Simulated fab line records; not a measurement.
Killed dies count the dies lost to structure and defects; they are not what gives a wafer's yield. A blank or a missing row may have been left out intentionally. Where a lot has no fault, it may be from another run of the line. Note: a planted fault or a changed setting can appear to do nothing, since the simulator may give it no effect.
fab line records | flow nand-harc
[record] lots = 12 | wafers = 36 | last-day = 24
route steps=1159 shown A_CHANNEL_HOLE_D1@484 A_CHANNEL_FILL_D1@493
lots untouched by any fault: they come from a run of this same line in which no faults occurred
start-h: the number of hours between the record's first day and the start of the first shown wafer of the lot | wait-h: how many hours have passed since the lot's step before this one | " identical to the entry in the row above | L1.1+2: several wafers, shown together as one row | - no value present, or no start provided | * or withheld: withheld | < > ~ a bound
route shown NAME@n: NAME is a module with steps in the file, n the number in the route of the first one | usual: mean and standard deviation over wafers with no fault | same: alike in all rows | chamber/n: place in a boat | sites: readings site by site | _std_site: the values' standard deviation | _edge_site: mean of outer sites minus mean of inner sites | radius-mm: for every site, how far away it sits from the centre of the wafer | mask NAME#n: copy n | behind: the last tool/chamber to shape the wafer | hold: reason for holding the lot/hours on hold/outcome of the hold | device: names the non-switching transistor (n, p or np) | end of line: at the end of the route, the tests of the same wafers | where a step has no rows: the recipe by itself | killed: not the wafer's yield, but the dies lost to structure and defects at the first sort | map: shows each die of a wafer: x if killed, . if not, _ if none is there
set.NAME: the setting the step ran with; set.NAME@STEP: the setting that earlier step ran with | model.NAME: the simulator's own value behind a step, which no gauge read
the route's steps for a sample of lots (tables are steps, rows are wafers)
services: a tool's chamber out of use, with start hour (start-h, from the record's first day; less than 0 if before it), hours out, and reason
[[steps]]
[step NHARC_A_CHANNEL_HOLE_D1_STRIP_27]
[recipe] o2-flow-sccm = 500 | ar-flow-sccm = 0 | bias-w = 0 | chemistry = O2
[usual] drypump-motor-current-A = 5.7/0.46 | oes-product-au = 0.999/0.0064 | rf-vpp-V = 57.8/0.87 | showerhead-plenum-p-Torr = 3.51/0.13 | throttle-valve-pct = 17.036/0.0088
lot.wafer | tool        | chamber | start-h | wait-h | drypump-motor-current-A | oes-product-au | rf-hours-counter-h | rf-vpp-V | showerhead-plenum-p-Torr | throttle-valve-pct
L565.4    | rie-diel-09 | 2       | -       | -      | 4.8                     | 0.991          | 6                  | 58.0     | 3.37                     | 17.052
L565.5    | "           | 0       | "       | "      | 6.2                     | 0.989          | -                  | 58.4     | 3.40                     | 17.028
L565.6    | "           | 1       | "       | "      | 6.0                     | 0.990          | -                  | 58.4     | 3.59                     | 17.020
L567.1    | rie-diel-09 | 2       | -       | -      | 4.8                     | 1.000          | 7                  | 58.6     | 3.37                     | 17.046
L567.2    | "           | 3       | "       | "      | 5.9                     | 1.010          | 6                  | 57.2     | 3.63                     | 17.031
L567.6    | "           | 3       | "       | "      | 5.9                     | 1.006          | -                  | 58.5     | 3.63                     | 17.049
L566.2    | rie-diel-13 | 0       | -       | -      | 5.9                     | 0.997          | 8                  | 58.3     | 3.41                     | 17.038
L566.4    | "           | 1       | "       | "      | 5.4                     | 1.003          | 9                  | 57.3     | 3.66                     | 17.027
L566.6    | "           | 0       | "       | "      | 5.9                     | 0.998          | -                  | 57.4     | 3.41                     | 17.025
L571.3    | rie-diel-13 | 3       | -       | -      | 5.7                     | 1.007          | 7                  | 59.0     | 3.73                     | 17.034
L571.2    | "           | 0       | "       | "      | 5.9                     | 1.002          | 8                  | 58.6     | 3.41                     | 17.040
L571.6    | "           | 1       | "       | "      | 5.3                     | 0.997          | -                  | 58.6     | 3.66                     | 17.048
L570.1    | rie-diel-05 | 1       | -       | -      | 5.8                     | 0.991          | 3                  | 58.5     | 3.43                     | 17.028
L570.3    | "           | 2       | "       | "      | 5.3                     | 0.998          | 3                  | 57.7     | 3.39                     | 17.042
L570.6    | "           | 0       | "       | "      | 6.0                     | 1.001          | -                  | 58.9     | 3.61                     | 17.034
L572.4    | rie-diel-09 | 3       | -       | -      | 5.9                     | 1.013          | 8                  | 58.1     | 3.63                     | 17.039
L572.2    | "           | 1       | "       | "      | 6.0                     | 1.004          | 9                  | 58.7     | 3.59                     | 17.035
L572.3    | "           | 2       | "       | "      | 4.8                     | 1.008          | 8                  | 57.1     | 3.37                     | 17.031
L578.1    | rie-diel-13 | 0       | -       | -      | 5.9                     | 1.002          | 11                 | 58.1     | 3.41                     | 17.052
L578.4    | "           | 1       | "       | "      | 5.4                     | 1.000          | 13                 | 58.1     | 3.66                     | 17.028
L578.5    | "           | 3       | "       | "      | 5.7                     | 0.993          | -                  | 57.0     | 3.73                     | 17.026
L579.4    | rie-diel-05 | 1       | -       | -      | 5.8                     | 1.000          | 8                  | 57.0     | 3.42                     | 17.048
L579.2    | "           | 2       | "       | "      | 5.3                     | 1.003          | 8                  | 57.1     | 3.39                     | 17.048
L579.5    | "           | 1       | "       | "      | 5.8                     | 0.994          | -                  | 58.1     | 3.42                     | 17.025
L580.4    | rie-diel-05 | 1       | -       | -      | 5.8                     | 1.006          | 9                  | 57.7     | 3.42                     | 17.034
L580.1    | "           | 2       | "       | "      | 5.2                     | 0.996          | 8                  | 57.6     | 3.39                     | 17.039
L580.5    | "           | 0       | "       | "      | 6.0                     | 1.005          | -                  | 57.8     | 3.61                     | 17.041
L581.3    | rie-diel-09 | 2       | -       | -      | 4.8                     | 0.999          | 1                  | 57.2     | 3.37                     | 17.026
L581.1    | "           | 3       | "       | "      | 5.9                     | 0.998          | 1                  | 56.9     | 3.63                     | 17.036
L581.5    | "           | 0       | "       | "      | 6.2                     | 0.995          | -                  | 57.8     | 3.40                     | 17.042
L586.2    | rie-diel-09 | 2       | -       | -      | 4.8                     | 1.000          | 2                  | 57.4     | 3.37                     | 17.030
L586.1    | "           | 3       | "       | "      | 5.9                     | 0.994          | 2                  | 60.0     | 3.63                     | 17.039
L586.3    | "           | 0       | "       | "      | 6.2                     | 0.995          | 2                  | 58.5     | 3.40                     | 17.042
L587.2    | rie-diel-09 | 2       | -       | -      | 4.8                     | 0.999          | 3                  | 58.3     | 3.37                     | 17.035
L587.6    | "           | 0       | "       | "      | 6.2                     | 1.001          | -                  | 57.3     | 3.40                     | 17.040
L587.5    | "           | 1       | "       | "      | 6.0                     | 0.999          | -                  | 58.9     | 3.59                     | 17.039
[step NHARC_A_CHANNEL_FILL_D1_ALD_03]
[recipe] target-thk-a = 60 | pulse-time-s = 60 | ald-cycles = 58 | temp-c = 630 | pressure-torr = 2 | material = SiNx
[usual] ald-cycles = 58/0 | precursor-pulse-height-rel = 1.000/0.021
[same] pulse-time-s = 60
lot.wafer | tool             | chamber | start-h | wait-h | ald-cycles | precursor-pulse-height-rel
L565.4    | ald-sin-batch-03 | 0       | -       | -      | 58         | 0.998
L565.5    | "                | 0       | "       | "      | 58         | 1.038
L565.6    | "                | 0       | "       | "      | 58         | 1.003
L567.1    | ald-sin-batch-01 | 0       | -       | -      | 58         | 0.998
L567.2    | "                | 0       | "       | "      | 58         | 0.998
L567.6    | "                | 0       | "       | "      | 58         | 1.009
L566.2    | ald-sin-batch-02 | 0       | -       | -      | 58         | 0.997
L566.4    | "                | 0       | "       | "      | 58         | 0.981
L566.6    | "                | 0       | "       | "      | 58         | 0.980
L571.2    | ald-sin-batch-02 | 0       | -       | -      | 58         | 0.977
L571.3    | "                | 0       | "       | "      | 58         | 1.030
L571.6    | "                | 0       | "       | "      | 58         | 1.007
L570.1    | ald-sin-batch-03 | 0       | -       | -      | 58         | 0.992
L570.3    | "                | 0       | "       | "      | 58         | 1.012
L570.6    | "                | 0       | "       | "      | 58         | 1.009
L572.2    | ald-sin-batch-02 | 0       | -       | -      | 58         | 1.000
L572.3    | "                | 0       | "       | "      | 58         | 1.005
L572.4    | "                | 0       | "       | "      | 58         | 0.993
L578.1    | ald-sin-batch-01 | 0       | -       | -      | 58         | 1.017
L578.4    | "                | 0       | "       | "      | 58         | 1.010
L578.5    | "                | 0       | "       | "      | 58         | 0.980
L579.2    | ald-sin-batch-01 | 0       | -       | -      | 58         | 1.016
L579.4    | "                | 0       | "       | "      | 58         | 0.972
L579.5    | "                | 0       | "       | "      | 58         | 0.993
L580.1    | ald-sin-batch-01 | 0       | -       | -      | 58         | 0.968
L580.4    | "                | 0       | "       | "      | 58         | 1.014
L580.5    | "                | 0       | "       | "      | 58         | 1.008
L581.1    | ald-sin-batch-01 | 0       | -       | -      | 58         | 0.977
L581.3    | "                | 0       | "       | "      | 58         | 0.984
L581.5    | "                | 0       | "       | "      | 58         | 1.023
L586.1    | ald-sin-batch-03 | 0       | -       | -      | 58         | 1.006
L586.2    | "                | 0       | "       | "      | 58         | 1.025
L586.3    | "                | 0       | "       | "      | 58         | 0.980
L587.2    | ald-sin-batch-01 | 0       | -       | -      | 58         | 1.034
L587.5    | "                | 0       | "       | "      | 58         | 0.986
L587.6    | "                | 0       | "       | "      | 58         | 0.987
[step NHARC_A_CHANNEL_FILL_D1_ALD_25]
[recipe] target-thk-a = 600 | pulse-time-s = 10 | ald-cycles = 600 | temp-c = 300 | material = SiOx
[usual] ald-cycles = 600/0 | heater-power-w = 450/48 | precursor-pulse-height-rel = 1.001/0.02
[same] pulse-time-s = 10
lot.wafer | tool      | chamber | start-h | wait-h | ald-cycles | heater-power-w | precursor-pulse-height-rel
L565.4    | ald-hk-01 | 3       | 209.72  | 0.1    | 600        | 472            | 0.980
L565.5    | "         | 3       | 212.18  | 2.5    | 600        | 475            | 0.995
L565.6    | "         | 0       | "       | "      | 600        | 432            | 0.993
L566.4    | ald-hk-04 | 3       | 227.90  | 0.1    | 600        | 524            | 0.974
L566.2    | "         | 1       | 229.13  | 1.3    | 600        | 427            | 0.990
L566.6    | "         | 3       | 230.35  | 2.5    | 600        | 520            | 0.978
L567.1    | ald-hk-02 | 2       | 229.70  | 1.8    | 600        | 536            | 1.005
L567.2    | "         | 3       | "       | "      | 600        | 434            | 0.994
L567.6    | "         | 0       | "       | "      | 600        | 486            | 0.973
L571.2    | ald-hk-04 | 1       | 236.09  | 1.1    | 600        | 430            | 0.983
L571.3    | "         | 2       | "       | "      | 600        | 389            | 0.978
L571.6    | "         | 1       | 238.53  | 3.5    | 600        | 429            | 1.011
L570.3    | ald-hk-02 | 1       | 236.11  | 1.1    | 600        | 452            | 0.985
L570.1    | "         | 2       | "       | "      | 600        | 521            | 1.010
L570.6    | "         | 2       | 239.22  | 4.2    | 600        | 507            | 1.022
L572.4    | ald-hk-04 | 1       | 262.84  | 0.1    | 600        | 431            | 0.994
L572.3    | "         | 2       | "       | "      | 600        | 399            | 1.016
L572.2    | "         | 3       | "       | "      | 600        | 525            | 1.010
L578.1    | ald-hk-04 | 2       | 293.20  | 0.1    | 600        | 407            | 0.974
L578.4    | "         | 0       | 294.42  | 1.3    | 656        | 399            | 0.979
L578.5    | "         | 3       | 296.26  | 3.1    | 656        | 518            | 0.989
L579.4    | ald-hk-01 | 0       | 297.80  | 0.1    | 600        | 419            | 1.008
L579.2    | "         | 2       | 299.02  | 1.3    | 600        | 387            | 0.960
L579.5    | "         | 1       | 300.86  | 3.1    | 600        | 503            | 0.984
L580.4    | ald-hk-02 | 0       | 315.35  | 1.3    | 600        | 494            | 0.986
L580.1    | "         | 1       | "       | "      | 600        | 477            | 0.975
L580.5    | "         | 2       | "       | "      | 600        | 532            | 0.989
L581.3    | ald-hk-04 | 3       | 315.37  | 1.3    | 600        | 527            | 0.980
L581.1    | "         | 0       | "       | "      | 600        | 394            | 0.980
L581.5    | "         | 2       | 317.23  | 3.2    | 656        | 389            | 0.976
L586.2    | ald-hk-02 | 3       | 340.12  | 0.1    | 600        | 426            | 1.029
L586.3    | "         | 1       | 341.35  | 1.3    | 600        | 475            | 1.028
L586.1    | "         | 2       | "       | "      | 600        | 522            | 1.028
L587.2    | ald-hk-01 | 2       | 352.59  | 0.1    | 600        | 395            | 1.013
L587.5    | "         | 2       | 355.05  | 2.5    | 600        | 397            | 1.007
L587.6    | "         | 3       | "       | "      | 600        | 470            | 0.993
[step NHARC_A_CHANNEL_FILL_D1_STRIP_29]
[recipe] time-s = 20 | o2-flow-sccm = 500 | ar-flow-sccm = 0 | bias-w = 0 | chemistry = O2
[usual] drypump-motor-current-A = 5.8/0.37 | oes-product-au = 0.999/0.0083 | rf-vpp-V = 57.9/0.88 | showerhead-plenum-p-Torr = 3.58/0.16 | throttle-valve-pct = 17.036/0.0089
lot.wafer | tool        | chamber | start-h | wait-h | drypump-motor-current-A | oes-product-au | rf-hours-counter-h | rf-vpp-V | showerhead-plenum-p-Torr | throttle-valve-pct
L565.4    | rie-diel-11 | 2       | -       | -      | 6.3                     | 0.990          | 0.3                | 57.3     | 3.40                     | 17.035
L565.5    | "           | 0       | "       | "      | 6.0                     | 1.004          | -                  | 56.5     | 3.55                     | 17.035
L565.6    | "           | 1       | "       | "      | 5.0                     | 1.002          | -                  | 58.0     | 3.69                     | 17.033
L566.4    | rie-diel-11 | 2       | -       | -      | 6.3                     | 0.997          | 1.1                | 57.5     | 3.39                     | 17.024
L566.2    | "           | 0       | "       | "      | 6.0                     | 0.978          | 0.8                | 57.6     | 3.55                     | 17.035
L566.6    | "           | 2       | "       | "      | 6.3                     | 1.007          | -                  | 57.1     | 3.39                     | 17.043
L567.2    | rie-diel-11 | 3       | -       | -      | 5.8                     | 0.995          | 0.9                | 58.7     | 3.77                     | 17.040
L567.1    | "           | 2       | "       | "      | 6.3                     | 1.000          | 1.1                | 55.5     | 3.39                     | 17.054
L567.6    | "           | 0       | "       | "      | 6.0                     | 0.983          | -                  | 57.2     | 3.55                     | 17.039
L571.2    | rie-diel-06 | 0       | -       | -      | 5.7                     | 1.012          | 7.5                | 55.9     | 3.33                     | 17.037
L571.3    | "           | 1       | "       | "      | 5.9                     | 1.014          | 6.2                | 59.1     | 3.76                     | 17.039
L571.6    | "           | 0       | "       | "      | 5.7                     | 1.012          | -                  | 57.8     | 3.33                     | 17.036
L570.1    | rie-diel-10 | 1       | -       | -      | 5.7                     | 1.002          | 14.3               | 58.7     | 3.52                     | 17.028
L570.3    | "           | 2       | "       | "      | 6.1                     | 1.008          | 13.5               | 58.9     | 3.64                     | 17.025
L570.6    | "           | 3       | "       | "      | 5.9                     | 0.993          | -                  | 60.1     | 3.75                     | 17.054
L572.2    | rie-diel-11 | 1       | -       | -      | 5.0                     | 0.992          | 2.2                | 57.9     | 3.69                     | 17.035
L572.3    | "           | 2       | "       | "      | 6.3                     | 1.016          | 2.3                | 56.9     | 3.39                     | 17.028
L572.4    | "           | 3       | "       | "      | 5.8                     | 0.996          | 1.8                | 58.8     | 3.77                     | 17.030
L578.1    | rie-diel-11 | 1       | -       | -      | 5.0                     | 0.994          | 2.9                | 58.9     | 3.69                     | 17.038
L578.4    | "           | 3       | "       | "      | 5.9                     | 1.004          | 2.7                | 59.0     | 3.77                     | 17.033
L578.5    | "           | 0       | "       | "      | 6.0                     | 0.998          | -                  | 57.8     | 3.55                     | 17.048
L579.2    | rie-diel-06 | 3       | -       | -      | 5.9                     | 0.999          | 1.6                | 58.3     | 3.66                     | 17.039
L579.4    | "           | 1       | "       | "      | 5.9                     | 1.013          | 1.7                | 57.6     | 3.76                     | 17.036
L579.5    | "           | 3       | "       | "      | 6.0                     | 1.007          | -                  | 58.0     | 3.66                     | 17.018
L580.4    | rie-diel-11 | 2       | -       | -      | 6.3                     | 1.006          | 3.5                | 57.2     | 3.39                     | 17.037
L580.1    | "           | 3       | "       | "      | 5.9                     | 1.007          | 3.2                | 58.8     | 3.77                     | 17.039
L580.5    | "           | 0       | "       | "      | 6.0                     | 1.015          | -                  | 57.5     | 3.55                     | 17.047
L581.1    | rie-diel-06 | 0       | -       | -      | 5.7                     | 1.009          | 2.1                | 55.8     | 3.33                     | 17.037
L581.3    | "           | 3       | "       | "      | 5.9                     | 1.009          | 2.1                | 60.0     | 3.66                     | 17.022
L581.5    | "           | 1       | "       | "      | 5.9                     | 0.997          | -                  | 57.8     | 3.76                     | 17.031
L586.1    | rie-diel-11 | 2       | -       | -      | 6.4                     | 1.006          | 4.3                | 58.8     | 3.39                     | 17.024
L586.3    | "           | 3       | "       | "      | 5.8                     | 1.000          | 4.0                | 57.1     | 3.77                     | 17.033
L586.2    | "           | 0       | "       | "      | 6.0                     | 1.003          | 3.8                | 58.4     | 3.55                     | 17.030
L587.2    | rie-diel-11 | 3       | -       | -      | 5.8                     | 0.993          | 4.3                | 58.5     | 3.77                     | 17.048
L587.5    | "           | 3       | "       | "      | 5.8                     | 0.995          | -                  | 58.2     | 3.77                     | 17.030
L587.6    | "           | 0       | "       | "      | 6.0                     | 0.986          | -                  | 59.6     | 3.55                     | 17.047
[[services]]
tool             | chamber | start-h | hours | kind
rie-diel-05      | -       | 163.74  | 9.0   | pm
rie-diel-11      | -       | 164.47  | 1.6   | repair
rie-diel-11      | 0       | 169.64  | 10.9  | repair
rie-diel-06      | 1       | 183.30  | 7.1   | repair
rie-diel-11      | -       | 189.55  | 9.0   | pm
ald-hk-04        | -       | 189.57  | 10.0  | pm
ald-sin-batch-02 | -       | 216.23  | 2.5   | repair
rie-diel-05      | 0       | 225.50  | 20.3  | repair
rie-diel-06      | 3       | 227.15  | 13.6  | repair
rie-diel-11      | 1       | 235.34  | 6.8   | repair
rie-diel-06      | -       | 241.20  | 9.0   | pm
rie-diel-11      | -       | 245.32  | 0.3   | repair
rie-diel-13      | -       | 252.87  | 1.6   | repair
rie-diel-09      | -       | 254.10  | 9.0   | pm
rie-diel-13      | 2       | 258.73  | 2.7   | repair
rie-diel-05      | -       | 266.59  | 1.9   | repair
rie-diel-13      | -       | 276.00  | 9.0   | pm
ald-hk-02        | -       | 282.70  | 10.0  | pm
rie-diel-13      | 2       | 288.21  | 7.7   | repair
rie-diel-09      | 3       | 297.72  | 2.8   | repair
rie-diel-09      | 1       | 302.05  | 9.4   | repair
rie-diel-11      | -       | 303.16  | 0.5   | repair
ald-sin-batch-03 | -       | 314.00  | 26.0  | pm
rie-diel-05      | -       | 340.74  | 9.0   | pm
[[key]]
[first-sign] step = NHARC_A_CHANNEL_FILL_D1_ALD_25 | reading = ald-cycles | direction = up | sigmas = 99+ | usual = 600 | struck = 656
effect none on later readings
met-at NHARC_A_CHANNEL_FILL_D1_ALD_25
struck-lots L578,L581
struck-wafers L578.4,L578.5,L581.5
tester-left-out L578,L581
not-acting-at NHARC_A_CHANNEL_HOLE_D1_STRIP_27,NHARC_A_CHANNEL_FILL_D1_ALD_03,NHARC_A_CHANNEL_FILL_D1_STRIP_29
onset-between 262.84 293.20
[fault] kind = process-parameter-drift | tool = ald-hk-04 | chamber = - | onset-h = 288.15 | steps = NHARC_A_CHANNEL_FILL_D1_ALD_25 | channel = ald-cycles | offset = 56 | shape = step | end-h = 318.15 | scope = struck-wafers-only | acts-in = these-recipes-only | stated = 600
// tester-left-out: of these lots the tester's yield and bins aren't shown, on N5 and GAA mostly nor the transistor test; their killed dies are dies lost to structure and defects alone, not to doping, threshold or leakage, so they don't give the yield
